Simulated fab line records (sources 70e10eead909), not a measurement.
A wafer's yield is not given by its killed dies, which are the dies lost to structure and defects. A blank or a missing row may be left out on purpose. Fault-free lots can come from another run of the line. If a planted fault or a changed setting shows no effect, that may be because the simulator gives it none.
Which tool did it?	flow nand_harc	24 lots with 72 wafers sampled at 6 steps, on a route of 1159 steps

WHAT EACH GAUGE READ, for each wafer
No reading from a measuring or inspecting step in the record can be judged against a usual standard deviation.

WHICH TOOL RAN EACH LOT (tool, then ch and the chambers of the sampled wafers, then the start)
lot	NHARC_A_CHANNEL_HOLE_D1_ETCH_20	NHARC_A_CHANNEL_FILL_D1_ALD_02	NHARC_A_STAIRCASE_ETCH_17	NHARC_A_STAIRCASE_ETCH_292	NHARC_A_STAIRCASE_ETCH_452	NHARC_A_STAIRCASE_ETCH_294
L074	har_etch-02 ch 0,1, day 7 18:54	ald_hk-04 ch 2,3, day 8 00:35	rie_diel-05 ch 1,2, day 11 01:55 or earlier	rie_diel-10 ch 2,3, day 11 01:55	rie_diel-10 ch 0,1, no start	rie_diel-10 ch 0,2,3, no start
L075	har_etch-02 ch 0,1, day 8 17:43	ald_hk-04 ch 0,2, day 8 23:36	rie_diel-05 ch 0,3, day 11 20:41 or earlier	rie_diel-10 ch 0,1, day 11 20:41	rie_diel-10 ch 0,1,2, no start	rie_diel-10 ch 0,1,3, no start
L077	har_etch-01 ch 1, day 8 18:25	ald_hk-01 ch 0,3, day 9 00:20	rie_diel-05 ch 0,1,2, day 11 20:07 or earlier	rie_diel-10 ch 1,3, day 11 20:07	rie_diel-10 ch 0,3, no start	rie_diel-10 ch 0,1, no start
L076	har_etch-02 ch 0,1, day 8 21:57	ald_hk-01 ch 0,1, day 9 03:46	rie_diel-05 ch 0,2,3, day 12 00:37 or earlier	rie_diel-01 ch 1,2,3, day 12 00:37	rie_diel-01 ch 0,1,3, no start	rie_diel-01 ch 0,2,3, no start
L078	har_etch-01 ch 0,1, day 9 14:08	ald_hk-01 ch 0,1,2, day 9 19:58	rie_diel-05 ch 0,1,3, day 12 15:56 or earlier	rie_diel-05 ch 1,3, day 12 15:56	rie_diel-05 ch 0,2,3, no start	rie_diel-05 ch 1,3, no start
L079	har_etch-02 ch 0, day 9 15:00	ald_hk-03 ch 0,2,3, day 9 20:47	rie_diel-01 ch 0,2,3, day 12 17:06 or earlier	rie_diel-10 ch 2,3, day 12 17:06	rie_diel-10 ch 0,1,3, no start	rie_diel-10 ch 1,2,3, no start
L080	har_etch-01 ch 1, day 10 01:47	ald_hk-01 ch 1,2,3, day 10 07:41	rie_diel-01 ch 0,2,3, day 13 09:13 or earlier	rie_diel-01 ch 1,2,3, day 13 09:13	rie_diel-01 ch 1,2,3, no start	rie_diel-01 ch 0,1, no start
L083	har_etch-02 ch 0,1, day 10 09:12	ald_hk-03 ch 0,1,2, day 10 16:32	rie_diel-05 ch 0,1,2, day 13 22:01 or earlier	rie_diel-01 ch 0,3, day 13 22:01	rie_diel-01 ch 0,2,3, no start	rie_diel-01 ch 0,1,3, no start
L081	har_etch-01 ch 0,1, day 10 09:14	ald_hk-04 ch 0,1,3, day 10 16:49	rie_diel-10 ch 1,2,3, day 13 21:32 or earlier	rie_diel-05 ch 0,1,2, day 13 21:32	rie_diel-05 ch 0,2,3, no start	rie_diel-05 ch 0,1,3, no start
L082	har_etch-02 ch 0,1, day 10 13:23	ald_hk-03 ch 1,2,3, day 10 19:09	rie_diel-05 ch 0,1,3, day 13 19:08 or earlier	rie_diel-10 ch 0,1,3, day 13 19:08	rie_diel-10 ch 1,2,3, no start	rie_diel-10 ch 0,2,3, no start
L084	har_etch-01 ch 0,1, day 10 22:23	ald_hk-04 ch 0,1,2, day 11 04:16	rie_diel-01 ch 0,1,3, day 14 06:11 or earlier	rie_diel-05 ch 0,1,3, day 14 06:11	rie_diel-05 ch 1,2,3, no start	rie_diel-05 ch 0,1,2, no start
L087	har_etch-01 ch 0,1, day 11 11:05	ald_hk-01 ch 0,2,3, day 11 16:55	rie_diel-05 ch 1,3, day 14 21:14 or earlier	rie_diel-10 ch 0,1,2, day 14 21:14	rie_diel-10 ch 1,3, no start	rie_diel-10 ch 2,3, no start
L085	har_etch-02 ch 0,1, day 11 11:32	ald_hk-01 ch 0,3, day 11 17:29	rie_diel-05 ch 2,3, day 14 15:35 or earlier	rie_diel-05 ch 0,2,3, day 14 15:35	rie_diel-05 ch 0,3, no start	rie_diel-05 ch 0,1, no start
L088	har_etch-01 ch 0,1, day 11 15:15	ald_hk-03 ch 0,1,3, day 11 21:03	rie_diel-05 ch 0,1,2, day 14 20:31 or earlier	rie_diel-05 ch 0,2,3, day 14 20:31	rie_diel-05 ch 0,2,3, no start	rie_diel-05 ch 1,2,3, no start
L086	har_etch-01 ch 0,1, day 12 00:50	ald_hk-04 ch 0,1,2, day 12 08:00	rie_diel-05 ch 0,3, day 15 05:23 or earlier	rie_diel-10 ch 0,1,3, day 15 05:23	rie_diel-10 ch 0,2,3, no start	rie_diel-10 ch 0,2,3, no start
L090	har_etch-01 ch 0, day 12 06:51	ald_hk-04 ch 0,2,3, day 12 12:43	rie_diel-10 ch 0,2,3, day 15 11:05 or earlier	rie_diel-10 ch 0,1,3, day 15 11:05	rie_diel-10 ch 0,2,3, no start	rie_diel-10 ch 1,2,3, no start
L089	har_etch-02 ch 0, day 12 08:41	ald_hk-01 ch 1,2, day 12 14:30	rie_diel-05 ch 1,2, day 15 11:35 or earlier	rie_diel-01 ch 0,2, day 15 11:35	rie_diel-01 ch 0,3, no start	rie_diel-01 ch 1,2, no start
L093	har_etch-02 ch 0,1, day 12 15:13	ald_hk-03 ch 0,1,2, day 12 21:08	rie_diel-01 ch 0,1,3, day 15 20:02 or earlier	rie_diel-01 ch 0,2,3, day 15 20:02	rie_diel-01 ch 2,3, no start	rie_diel-01 ch 0,1,2, no start
L091	har_etch-01 ch 0,1, day 12 16:13	ald_hk-04 ch 0,1,3, day 12 22:04	rie_diel-01 ch 0,1,3, day 15 21:40 or earlier	rie_diel-01 ch 0,1,2, day 15 21:40	rie_diel-01 ch 0,2,3, no start	rie_diel-01 ch 0,2,3, no start
L092	har_etch-02 ch 0,1, day 12 19:23	ald_hk-04 ch 1,2,3, day 13 01:26	rie_diel-10 ch 0,1,3, day 16 05:49 or earlier	rie_diel-10 ch 1,2,3, day 16 05:49	rie_diel-10 ch 0,1,3, no start	rie_diel-10 ch 0,1,3, no start
L095	har_etch-01 ch 0,1, day 13 04:05	ald_hk-03 ch 0,1, day 13 11:49	rie_diel-05 ch 0,1, day 16 15:42 or earlier	rie_diel-01 ch 0,1,3, day 16 15:42	rie_diel-01 ch 0,3, no start	rie_diel-01 ch 1,3, no start
L094	har_etch-02 ch 0,1, day 13 04:23	ald_hk-03 ch 1,2,3, day 13 12:15	rie_diel-01 ch 0,1, day 16 14:35 or earlier	rie_diel-05 ch 0,1, day 16 14:35	rie_diel-05 ch 1,3, no start	rie_diel-05 ch 0,1,3, no start
L097	har_etch-02 ch 0,1, day 13 17:02	ald_hk-01 ch 0,3, day 13 22:52	rie_diel-01 ch 1,2, day 16 21:56 or earlier	rie_diel-05 ch 0,1, day 16 21:56	rie_diel-05 ch 0,2,3, no start	rie_diel-05 ch 0,2,3, no start
L096	har_etch-02 ch 0,1, day 13 21:11	ald_hk-04 ch 0,1, day 14 02:59	rie_diel-10 ch 0,3, day 17 01:34 or earlier	rie_diel-10 ch 0,1,3, day 17 01:34	rie_diel-10 ch 0,1,2, no start	rie_diel-10 ch 0,2,3, no start
- NHARC_A_CHANNEL_HOLE_D1_ETCH_20: etches the open film in C4F8/O2/Ar, time 361.9 s, target depth 1600 nm.
- NHARC_A_CHANNEL_FILL_D1_ALD_02: deposits SiO2, target thk 6 nm, pulse time 10 s, ald cycles 60.
- NHARC_A_STAIRCASE_ETCH_17: etches the open film in C4F8/O2, target depth 100 nm, time 40.5 s.
- NHARC_A_STAIRCASE_ETCH_292: etches the open film in CF4/CHF3.
- NHARC_A_STAIRCASE_ETCH_452: etches the open film in CF4/O2, target depth 30 nm, overetch 3 nm, time 16.5 s.
- NHARC_A_STAIRCASE_ETCH_294: etches the open film in C4F8/O2/Ar, target depth 4992 nm, time 1212.4 s.

WHAT THE TOOLS THEMSELVES READ (means of the sampled wafers that have a number; where no wafer has one, the mark that the record gives instead)
NHARC_A_CHANNEL_HOLE_D1_ETCH_20.
lot	tool	drypump_motor_current_A (A)	showerhead_plenum_p_Torr (Torr)	throttle_valve_pct (%)
L074	har_etch-02	5.5	3.75	32.164
L075	har_etch-02	5.5	3.75	32.155
L077	har_etch-01	4.9	3.58	32.156
L076	har_etch-02	5.5	3.75	32.144
L078	har_etch-01	5.4	3.65	32.154
L079	har_etch-02	5.8	3.77	32.159
L080	har_etch-01	4.9	3.57	32.153
L083	har_etch-02	5.1	3.71	32.147
L081	har_etch-01	5.2	3.61	32.153
L082	har_etch-02	5.1	3.71	32.157
L084	har_etch-01	5.2	3.60	32.163
L087	har_etch-01	5.4	3.64	32.149
L085	har_etch-02	5.1	3.70	32.155
L088	har_etch-01	5.2	3.60	32.151
L086	har_etch-01	5.4	3.63	32.148
L090	har_etch-01	5.7	3.66	32.156
L089	har_etch-02	5.8	3.76	32.150
L093	har_etch-02	5.5	3.73	32.149
L091	har_etch-01	5.4	3.62	32.152
L092	har_etch-02	5.1	3.69	32.158
L095	har_etch-01	5.4	3.62	32.155
L094	har_etch-02	5.5	3.72	32.153
L097	har_etch-02	5.1	3.69	32.148
L096	har_etch-02	5.1	3.68	32.146

NHARC_A_CHANNEL_FILL_D1_ALD_02.
lot	tool	heater_power_w (W)	precursor_pulse_height_rel
L074	ald_hk-04	453	1.007
L075	ald_hk-04	456	0.994
L077	ald_hk-01	483	1.006
L076	ald_hk-01	492	1.013
L078	ald_hk-01	508	0.987
L079	ald_hk-03	426	0.984
L080	ald_hk-01	487	1.002
L083	ald_hk-03	414	1.007
L081	ald_hk-04	451	1.003
L082	ald_hk-03	460	1.010
L084	ald_hk-04	454	1.023
L087	ald_hk-01	491	0.982
L085	ald_hk-01	449	1.016
L088	ald_hk-03	408	1.013
L086	ald_hk-04	446	0.997
L090	ald_hk-04	446	1.006
L089	ald_hk-01	534	0.996
L093	ald_hk-03	428	0.996
L091	ald_hk-04	455	0.986
L092	ald_hk-04	449	1.002
L095	ald_hk-03	406	0.993
L094	ald_hk-03	472	0.978
L097	ald_hk-01	448	0.995
L096	ald_hk-04	453	0.992

NHARC_A_STAIRCASE_ETCH_17.
lot	tool	oes_product_au (a.u.)	rf_vpp_V (V)
L074	rie_diel-05	0.925	897
L075	rie_diel-05	0.939	889
L077	rie_diel-05	0.938	893
L076	rie_diel-05	0.937	893
L078	rie_diel-05	0.949	893
L079	rie_diel-01	0.952	890
L080	rie_diel-01	0.941	890
L083	rie_diel-05	0.945	893
L081	rie_diel-10	0.940	903
L082	rie_diel-05	0.940	892
L084	rie_diel-01	0.945	893
L087	rie_diel-05	0.945	895
L085	rie_diel-05	0.954	896
L088	rie_diel-05	0.937	893
L086	rie_diel-05	0.935	889
L090	rie_diel-10	0.950	897
L089	rie_diel-05	0.932	897
L093	rie_diel-01	0.946	899
L091	rie_diel-01	0.945	900
L092	rie_diel-10	0.931	897
L095	rie_diel-05	0.945	899
L094	rie_diel-01	0.945	894
L097	rie_diel-01	0.954	897
L096	rie_diel-10	0.935	896

NHARC_A_STAIRCASE_ETCH_292.
lot	tool	drypump_motor_current_A (A)	oes_product_au (a.u.)	rf_vpp_V (V)	showerhead_plenum_p_Torr (Torr)	throttle_valve_pct (%)
L074	rie_diel-10	5.6	0.930	372.5	1.65	16.800
L075	rie_diel-10	5.3	0.927	369.9	1.56	16.807
L077	rie_diel-10	5.4	0.922	373.8	1.67	16.806
L076	rie_diel-01	5.4	0.965	369.4	1.54	16.795
L078	rie_diel-05	5.3	0.964	369.1	1.55	16.800
L079	rie_diel-10	5.8	0.957	372.8	1.64	16.801
L080	rie_diel-01	5.4	0.929	368.6	1.53	16.795
L083	rie_diel-01	5.4	0.957	367.9	1.50	16.808
L081	rie_diel-05	5.8	0.970	368.9	1.53	16.802
L082	rie_diel-10	5.3	0.955	372.0	1.60	16.806
L084	rie_diel-05	5.7	0.937	368.9	1.52	16.807
L087	rie_diel-10	5.6	0.924	371.6	1.61	16.803
L085	rie_diel-05	5.4	0.961	369.4	1.52	16.794
L088	rie_diel-05	5.4	0.964	367.8	1.52	16.809
L086	rie_diel-10	5.3	0.946	371.2	1.60	16.811
L090	rie_diel-10	5.3	0.963	371.5	1.60	16.812
L089	rie_diel-01	5.5	0.943	368.7	1.50	16.800
L093	rie_diel-01	5.3	0.940	370.7	1.57	16.804
L091	rie_diel-01	5.6	0.949	369.5	1.54	16.803
L092	rie_diel-10	5.6	0.979	373.4	1.65	16.803
L095	rie_diel-01	5.5	0.932	371.8	1.61	16.805
L094	rie_diel-05	6.1	0.932	372.3	1.61	16.797
L097	rie_diel-05	6.0	0.981	373.4	1.65	16.794
L096	rie_diel-10	5.3	0.968	371.6	1.59	16.798

NHARC_A_STAIRCASE_ETCH_452.
lot	tool	drypump_motor_current_A (A)	oes_product_au (a.u.)	rf_vpp_V (V)	showerhead_plenum_p_Torr (Torr)	throttle_valve_pct (%)
L074	rie_diel-10	5.3	1.005	198.3	1.38	13.403
L075	rie_diel-10	5.6	1.004	199.1	1.37	13.408
L077	rie_diel-10	5.2	1.013	197.3	1.31	13.399
L076	rie_diel-01	5.5	1.004	198.0	1.30	13.393
L078	rie_diel-05	5.5	1.004	197.0	1.30	13.390
L079	rie_diel-10	5.3	1.004	198.7	1.36	13.399
L080	rie_diel-01	5.5	0.989	197.3	1.30	13.398
L083	rie_diel-01	5.3	0.994	196.0	1.26	13.392
L081	rie_diel-05	5.4	1.004	196.9	1.29	13.388
L082	rie_diel-10	5.6	1.009	199.1	1.41	13.405
L084	rie_diel-05	5.4	1.001	198.0	1.32	13.397
L087	rie_diel-10	5.4	0.992	199.3	1.41	13.392
L085	rie_diel-05	5.4	1.000	196.5	1.28	13.396
L088	rie_diel-05	5.5	1.000	197.1	1.29	13.397
L086	rie_diel-10	5.5	1.003	197.5	1.35	13.393
L090	rie_diel-10	5.5	1.006	198.4	1.35	13.398
L089	rie_diel-01	5.3	1.006	197.9	1.33	13.392
L093	rie_diel-01	5.3	1.006	197.7	1.32	13.398
L091	rie_diel-01	5.3	1.002	198.0	1.33	13.389
L092	rie_diel-10	5.3	1.006	198.5	1.36	13.394
L095	rie_diel-01	5.3	1.008	197.7	1.33	13.387
L094	rie_diel-05	5.7	1.002	197.6	1.31	13.397
L097	rie_diel-05	5.5	1.005	198.7	1.36	13.398
L096	rie_diel-10	5.6	1.007	199.1	1.36	13.403

NHARC_A_STAIRCASE_ETCH_294.
lot	tool	oes_product_au (a.u.)	rf_vpp_V (V)
L074	rie_diel-10	0.941	1831
L075	rie_diel-10	0.935	1832
L077	rie_diel-10	0.937	1835
L076	rie_diel-01	0.939	1814
L078	rie_diel-05	0.930	1825
L079	rie_diel-10	0.921	1840
L080	rie_diel-01	0.927	1823
L083	rie_diel-01	0.929	1821
L081	rie_diel-05	0.938	1817
L082	rie_diel-10	0.926	1830
L084	rie_diel-05	0.940	1819
L087	rie_diel-10	0.935	1837
L085	rie_diel-05	0.934	1819
L088	rie_diel-05	0.933	1824
L086	rie_diel-10	0.934	1829
L090	rie_diel-10	0.928	1840
L089	rie_diel-01	0.930	1828
L093	rie_diel-01	0.935	1822
L091	rie_diel-01	0.935	1825
L092	rie_diel-10	0.946	1830
L095	rie_diel-01	0.926	1839
L094	rie_diel-05	0.932	1830
L097	rie_diel-05	0.941	1832
L096	rie_diel-10	0.948	1829

THE ANSWER, worked out from the rows above alone
Rule: the lots themselves supply what counts as usual. The widest of any qualifying gaps counts: lots, ordered by their means at a reading, are off when they make up no more than a third of the lots, leave a main group of 4 or more, and stand apart from it by 3 or more times the standard deviation of that group's means. A main group is skipped when, at the precision printed for the reading in the tables above, its means are all equal. Also off: a lot with no number at a reading for which 4 or more lots have one. Where the step has rows for the other lots, those lots are counted as sound. Order of review: gauges by route order, followed by the tools' own readings, for which a lot's mean as printed above is used. The first step at which some lot is off is used, and at that step the reading that is off furthest; a lot without a number counts as furthest.
Across all readings shown, no lot is off: no conclusion can be drawn from this.

WHAT THE SIMULATOR HAD PUT IN
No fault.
